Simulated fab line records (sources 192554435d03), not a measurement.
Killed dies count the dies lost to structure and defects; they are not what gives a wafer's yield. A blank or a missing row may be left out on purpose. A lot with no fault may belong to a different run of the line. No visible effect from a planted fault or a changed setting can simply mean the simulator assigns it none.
Which tool was responsible? | flow n5 finfet | 72 wafers from 24 lots sampled at 2 of the route's 1938 steps

WHAT THE GAUGES READ, wafer by wafer
N5_BEOL_M9_OCD_MEAS_38. Usual: 151.3 nm for trench depth nm, sd 1.8.
lot  | measured     | on     | trench depth nm (nm) | flag
L074 | day 10 22:17 | ocd-02 | 152.3 154.0 151.6    |
L079 | day 11 05:13 | ocd-01 | 151.1 151.9 151.0    |
L077 | day 11 05:24 | ocd-02 | 152.1 154.0 150.6    |
L076 | day 11 06:02 | ocd-02 | 150.7 153.5 151.9    |
L075 | day 11 07:38 | ocd-01 | 149.5 149.1 148.8    |
L078 | day 11 19:13 | ocd-01 | 152.8 149.9 149.9    |
L080 | day 12 07:07 | ocd-01 | 151.6 151.7 152.0    |
L081 | day 12 10:08 | ocd-01 | 149.9 152.8 150.7    |
L082 | day 13 07:45 | ocd-02 | 149.5 150.0 151.0    |
L085 | day 13 07:55 | ocd-01 | 151.2 150.9 152.0    |
L084 | day 14 18:31 | ocd-02 | 151.7 154.3 150.3    |
L086 | day 14 22:04 | ocd-02 | 151.1 151.4 155.8    |
L089 | day 15 07:35 | ocd-02 | 151.8 152.9 151.5    |
L083 | day 15 11:11 | ocd-01 | 148.2 147.5 147.0    |
L088 | day 15 14:12 | ocd-02 | 151.2 151.8 151.7    |
L087 | day 15 14:34 | ocd-02 | 148.3 151.3 150.9    |
L090 | day 15 20:14 | ocd-02 | 153.3 154.2 153.3    |
L093 | day 16 13:14 | ocd-01 | 148.6 151.3 152.8    |
L092 | day 16 18:25 | ocd-01 | 151.8 149.9 151.2    |
L091 | day 16 23:51 | ocd-02 | 152.1 152.8 151.4    |
L094 | day 17 00:07 | ocd-02 | 150.8 150.9 150.5    |
L097 | day 17 09:45 | ocd-01 | 152.3 150.4 150.4    |
L095 | day 17 11:14 | ocd-01 | 149.3 148.3 148.5    |
L096 | day 17 23:13 | ocd-02 | 150.9 151.0 152.1    |

N5_BEOL_M10_CD_MEAS_28: target cd 70 nm. Usual: 70.1 nm for cd nm, sd 0.83.
lot  | measured     | on        | cd nm (nm)     | flag
L074 | day 11 05:05 | cd sem-03 | 70.1 68.9 69.1 |
L079 | day 11 10:28 | cd sem-01 | 70.5 70.7 71.0 |
L077 | day 11 14:43 | cd sem-03 | 68.8 69.7 68.8 |
L076 | day 11 14:53 | cd sem-01 | 71.4 71.9 71.0 |
L075 | day 11 17:56 | cd sem-01 | 68.5 69.3 68.7 |
L078 | day 12 03:16 | cd sem-02 | 69.4 69.9 69.5 |
L080 | day 12 13:37 | cd sem-01 | 69.4 69.8 69.6 |
L081 | day 12 17:34 | cd sem-01 | 69.6 69.9 71.0 |
L082 | day 13 14:02 | cd sem-03 | 69.7 69.7 69.1 |
L085 | day 13 18:41 | cd sem-03 | 70.4 70.9 70.6 |
L084 | day 15 03:49 | cd sem-01 | 70.4 70.9 69.4 |
L086 | day 15 06:57 | cd sem-02 | 69.5 68.5 70.0 |
L089 | day 15 13:42 | cd sem-02 | 70.7 70.6 70.1 |
L083 | day 15 17:13 | cd sem-01 | 71.0 70.1 70.7 |
L088 | day 15 20:07 | cd sem-01 | 70.0 69.1 69.7 |
L087 | day 16 00:41 | cd sem-03 | 70.2 69.9 70.0 |
L090 | day 16 05:06 | cd sem-03 | 70.2 70.5 71.4 |
L093 | day 16 23:22 | cd sem-03 | 70.0 70.3 70.3 |
L092 | day 17 01:40 | cd sem-01 | 72.0 71.4 72.2 |
L091 | day 17 05:43 | cd sem-03 | 70.2 70.3 71.0 |
L094 | day 17 07:33 | cd sem-03 | 69.6 70.1 69.1 |
L097 | day 17 17:15 | cd sem-03 | 70.8 70.5 70.5 |
L095 | day 17 17:25 | cd sem-03 | 69.6 69.6 70.1 |
L096 | day 18 08:13 | cd sem-02 | 70.2 70.9 70.6 |

WHICH TOOL RAN EACH LOT (tool, then ch and the chambers of the sampled wafers, then the start)
The record holds no process step before these readings.

WHAT THE TOOLS THEMSELVES READ (means of the sampled wafers that have a number; where no wafer has one, the mark that the record gives instead)
The record holds no such reading with a usual standard deviation.

THE ANSWER, worked out from the rows above alone
Rule: lot off if the mean of its wafers having a number is beyond 3 standard deviations from the usual mean. A lot without any number at a reading at which 4 lots or more have one is off too. All remaining lots with rows at the step are treated as sound. First the gauges in route order, then the tools' own readings, where a lot's mean is used as printed above. At the first step where some lot is off, the reading lying furthest off is the one used; lots without a number count as furthest.
Nothing can be told from this: no lot is off at any reading shown.

WHAT HAD BEEN PUT IN BY THE SIMULATOR
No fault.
